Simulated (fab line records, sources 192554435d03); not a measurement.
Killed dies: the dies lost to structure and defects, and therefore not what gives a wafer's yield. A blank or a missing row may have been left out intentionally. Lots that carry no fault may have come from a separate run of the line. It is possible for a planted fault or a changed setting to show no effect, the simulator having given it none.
A lot that was struck, set against a sound lot + flow n5_finfet + 41 steps out of a route of 1938
Sound: wafers L476.1, L476.2, L476.5. Struck: wafer L469.2. (L469.4 of the same lot was not struck and is left out.) The cause comes at the end.
For every step that has rows: the tool of each side, followed by ch and its chambers, followed by its first start. Under that, the readings that differ: sound wafers + struck wafers + difference of the means + sigmas: that difference in standard deviations of wafers without a fault.
alike: same words and numbers on both sides, and readings whose means sit less than 2 such deviations apart. not compared: any withheld reading, any reading some wafer has no value for, any bound like >300 that may hide the same value, and any number with overlapping values for which the record gives no deviation.
The two part at a step that has a row with sigmas, a row that says differs or no value, or rows on one side only. Numbers that have no deviation but don't overlap get no sigmas and don't part them. A reading missing from all wafers of one side parts the sides only when that side holds two or more wafers.

first, 9 steps without rows for these wafers: N5_BEOL_M4_ANNEAL_95 (time 240 s); N5_BEOL_M4_SPUTTER_96 (material Cu, target thk 4.5 nm, time 8.29 s); N5_BEOL_M4_ECD_50 (material Cu, target thk 300 nm); N5_BEOL_M4_ANNEAL_51 (time 90 s); N5_BEOL_M4_CMP_52 (polishes, stops on SiOC, t overpolish 6.8 s, target thk 40 nm); N5_BEOL_M4_PRE_CLEAN_60 (time 15 s); N5_BEOL_M4_CO_CAP_55 (material Co, precursor CCTBA/H2, target thk 2 nm, time 102.1 s); N5_BEOL_M4_PRE_CLEAN_56 (time 15 s); N5_BEOL_M4_DEP_57 (deposits SiCN from 3MS/NH3, target thk 8 nm, time 14 s).
N5_BEOL_M4_RC_MEAS_101:
  sound on prober-01 ch 0, day 14 02:08; struck on prober-01 ch 0, day 11 18:17
| reading   | sound                | struck | difference | sigmas |
|-----------|----------------------|--------|------------|--------|
| VT_P (mV) | -248.1 -248.3 -250.1 | -257.6 | -8.8       | -4     |
  alike: DIBL_N, DIBL_P, IOFF_N, IOFF_P, ION_N, ION_P, SS_N, SS_P, VT_N
then, 24 steps without rows for these wafers: N5_BEOL_M5_ILD_DEP_00 (deposits SiCOH lowk from DEMS/porogen, target thk 140.64 nm, time 25.9 s); N5_BEOL_M5_CURE_79 (cures SiCOH lowk, time 240 s); N5_BEOL_M5_PECVD_70 (deposits SiO2 from TEOS/O2, target thk 16 nm, time 18 s); N5_BEOL_M5_HM_DEP_02 (deposits TiN, target thk 20 nm); N5_BEOL_M5_COAT_59 (time 60 s, resist thk 60 nm); N5_BEOL_M5_COAT_60 (time 60 s, resist thk 12 nm); N5_BEOL_M5_COAT_71 (time 60 s, resist thk 5 nm); N5_BEOL_M5_COAT_05 (resist thk 30 nm); N5_BEOL_M5_EBR_07; N5_BEOL_M5_SOFTBAKE_06 (time 60 s); N5_BEOL_M5_EXPOSE_08 (exposes mask M5, target cd 28 nm); N5_BEOL_M5_PEB_09 (peb time 60 s); N5_BEOL_M5_DEVELOP_10 (develop time 30 s); N5_BEOL_M5_DESCUM_16 (chemistry O2, time 7 s); N5_BEOL_M5_ETCH_72 (etches underlayer in N2/H2, target depth 6.5 nm, time 5.2 s); N5_BEOL_M5_ETCH_61 (etches SiARC in CF4, target depth 15.6 nm, time 26 s); N5_BEOL_M5_ETCH_62 (etches SOC in N2/H2, target depth 75 nm, overetch 15 nm, time 112.5 s); N5_BEOL_M5_STRIP_63 (strips in N2/H2); N5_BEOL_M5_STRIP_73 (strips in N2/H2); N5_BEOL_M5_STRIP_64 (strips in CF4); N5_BEOL_M5_HM_OPEN_17 (chemistry Cl2/BCl3, target TiN, target depth 20 nm, overetch 6 nm); N5_BEOL_M5_STRIP_19 (strips in O2); N5_BEOL_M5_COAT_65 (time 60 s, resist thk 60 nm); N5_BEOL_M5_COAT_66 (time 60 s, resist thk 12 nm).
-- here the record skips 2 days between the struck wafers' starts before and after, leaving off in module BEOL_M5 and picking up in module BEOL_M11 (first step shown: number 1578 of the route) --
N5_BEOL_M11_TRENCH_ETCH_37: etches SiCOH lowk in C4F6/O2, target depth 148.83 nm, time 48 s.
  sound on rie_diel-06 ch 0,1,2, day 16 12:52; struck on rie_diel-02 ch 2, day 14 03:56
| reading                                     | sound             | struck | difference | sigmas |
|---------------------------------------------|-------------------|--------|------------|--------|
| oes_product_au (a.u.)                       | 0.81 0.85 0.90    | 1.22   | +0.37      | +4     |
| model.BEOL_M11.feature_depth_nm (nm)        | 147.8 148.6 147.6 | 244.6  | +96.6      |        |
| model.etch.depth_nm (nm)                    | 147.8 148.7 147.7 | 244.6  | +96.5      |        |
| model.TiN_of_BEOL_M11_HM_DEP_02.thk_nm (nm) | 15.8 15.8 16      | 13.4   | -2.5       |        |
  alike: drypump_motor_current_A, rf_vpp_V, showerhead_plenum_p_Torr, throttle_valve_pct
  not compared: rf_hours_counter_h
N5_BEOL_M11_OCD_MEAS_38:
  sound on ocd-02, day 16 13:03; struck on ocd-01, day 14 04:07
| reading              | sound             | struck | difference | sigmas |
|----------------------|-------------------|--------|------------|--------|
| trench_depth_nm (nm) | 148.2 148.4 147.5 | 244.6  | +96.6      | +48    |
N5_BEOL_M11_CMP_52: polishes, stops on SiCOH lowk, t overpolish 7 s, target thk 140 nm.
  sound on cmp-04 ch 0,3, day 16 16:48; struck on cmp-01 ch 2, day 14 06:53
| reading                                 | sound             | struck | difference | sigmas |
|-----------------------------------------|-------------------|--------|------------|--------|
| motor_current_A (A)                     | 7.9 5.4 7.5       | 5.9    | -1.0       | -2     |
| model.Cu_of_BEOL_M11_ECD_50.thk_nm (nm) | 139.2 139.8 139.8 | 236.2  | +96.6      |        |
N5_BEOL_M11_THK_MEAS_53: measures by xrf.
  sound on film_metro-02, day 16 17:05; struck on film_metro-01, day 14 07:11
| reading      | sound             | struck | difference | sigmas |
|--------------|-------------------|--------|------------|--------|
| M11_THK (nm) | 139.9 141.2 141.1 | 236.1  | +95.4      | +40    |
N5_BEOL_M11_RS_MEAS_57: a four-point-probe measurement.
  sound on film_metro-02, day 16 17:13; struck on film_metro-02, day 14 07:19
| reading         | sound                | struck | difference | sigmas |
|-----------------|----------------------|--------|------------|--------|
| M11_RS (ohm/sq) | 0.1518 0.1510 0.1509 | 0.0859 | -0.0653    | -24    |
N5_BEOL_M15_RC_MEAS_101:
  sound on prober-01 ch 0, day 17 11:55; struck on prober-02 ch 0, day 15 07:32
| reading                    | sound                   | struck   | difference | sigmas |
|----------------------------|-------------------------|----------|------------|--------|
| COMB_M12 (S/m)             | 5.8e-12 6.3e-12 5.6e-12 | 1.25e-11 | +6.60e-12  | +5     |
| SERP_M10 (ohm/um)          | 3.06 3.17 3.01          | 3.30     | +0.22      | +3     |
| SERP_M11 (ohm/um)          | 3.10 3.07 3.11          | 1.72     | -1.37      | -20    |
| SERP_M11_max_site (ohm/um) | 3.19 3.23 3.23          | 1.76     | -1.46      | -20    |
| SERP_M13 (ohm/um)          | 0.300 0.304 0.308       | 0.314    | +0.010     | +2     |
| SERP_M9 (ohm/um)           | 3.20 3.10 3.11          | 2.96     | -0.18      | -2     |
  alike: COMB_M10, COMB_M13, COMB_M14, COMB_M15, COMB_M5, COMB_M6, COMB_M7, COMB_M8, COMB_M9, SERP_M12, SERP_M14, SERP_M5, SERP_M6, SERP_M7, SERP_M8, SERP_M8_max_site
N5_PASSIVATION_PROBE_49:
  only the struck wafers here have rows in the record (prober-02, day 15 22:04); the sound ones have none

== WHERE THEY PART ==
At N5_BEOL_M4_RC_MEAS_101 first; at N5_PASSIVATION_PROBE_49 last (within this record only).

WHY: what had been put in by the simulator
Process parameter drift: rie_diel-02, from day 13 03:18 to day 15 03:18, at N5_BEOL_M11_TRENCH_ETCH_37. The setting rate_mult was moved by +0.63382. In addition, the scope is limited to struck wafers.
